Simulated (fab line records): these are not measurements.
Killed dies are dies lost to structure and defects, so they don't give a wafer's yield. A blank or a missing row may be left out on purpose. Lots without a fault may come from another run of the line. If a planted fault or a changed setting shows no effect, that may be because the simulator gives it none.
Matching of chambers ; flow n5Finfet ; N5_BEOL_M9_ILD_DEP_00 on pecvd-03 has 3 sister chambers
The step deposits SiCOH lowk from DEMS/porogen, target thk 308.51 nm, time 58 s. 16 wafers are shown with their chamber, then 8 later ones without.

WAFERS WITH THEIR CHAMBER
wafer;chamber;showerheadVppV (V);throttleValvePct (%);heaterPowerW (W)
L075.1;0;1335;12.2;334
L075.2;1;1560;14.1;456
L075.4;0;1332;12.6;342
L077.1;0;1332;12.6;376
L077.5;2;1268;13.9;370
L077.6;0;1328;12.2;288
L080.2;2;1253;13.7;347
L080.5;0;1325;12.5;338
L080.6;1;1562;14.1;417
L085.3;0;1326;12.2;333
L085.4;0;1339;12.3;348
L085.5;1;1539;14.3;404
L088.1;2;1278;14.2;327
L088.3;0;1347;12.8;297
L088.4;1;1542;14.1;455
L087.3;2;1246;13.8;355

SIGNATURES (means of the wafers above)
reading;chamber 0;chamber 1;chamber 2;scatter within a chamber
showerheadVppV;1333.00;1550.75;1261.25;10.5
throttleValvePct;12.425;14.150;13.900;0.205
heaterPowerW;332.00;433.00;349.75;25.7
Rule: distance of a wafer from a chamber = root of the sum over the readings of ((wafer's reading minus chamber's mean) / reading's scatter) squared. The wafer belongs to the nearest chamber; if the next one is less than 2 further off, it can't be placed. How the scatter is found: for the shown wafers, subtract from each reading the mean of its chamber, square and add these, divide the total by (wafers less chambers), then take the root.

WAFERS WHOSE CHAMBER IS MISSING
wafer;showerheadVppV (V);throttleValvePct (%);heaterPowerW (W)
L087.5;1328;12.1;339
L087.6;1545;14.3;431
L093.1;1363;12.8;362
L093.2;1287;13.9;326
L093.4;1543;14.2;400
L094.2;1534;14.2;467
L094.4;1343;12.6;300
L094.6;1544;14.2;458

WHICH CHAMBER EACH ONE RAN IN
wafer;from the rows above;in truth
L087.5;0;0
L087.6;1;1
L093.1;0;0
L093.2;2;2
L093.4;1;1
L094.2;1;1
L094.4;0;0
L094.6;1;1
Correctly placed: 8 of 8. From these rows, 0 cannot be placed. Placed wrongly: 0.
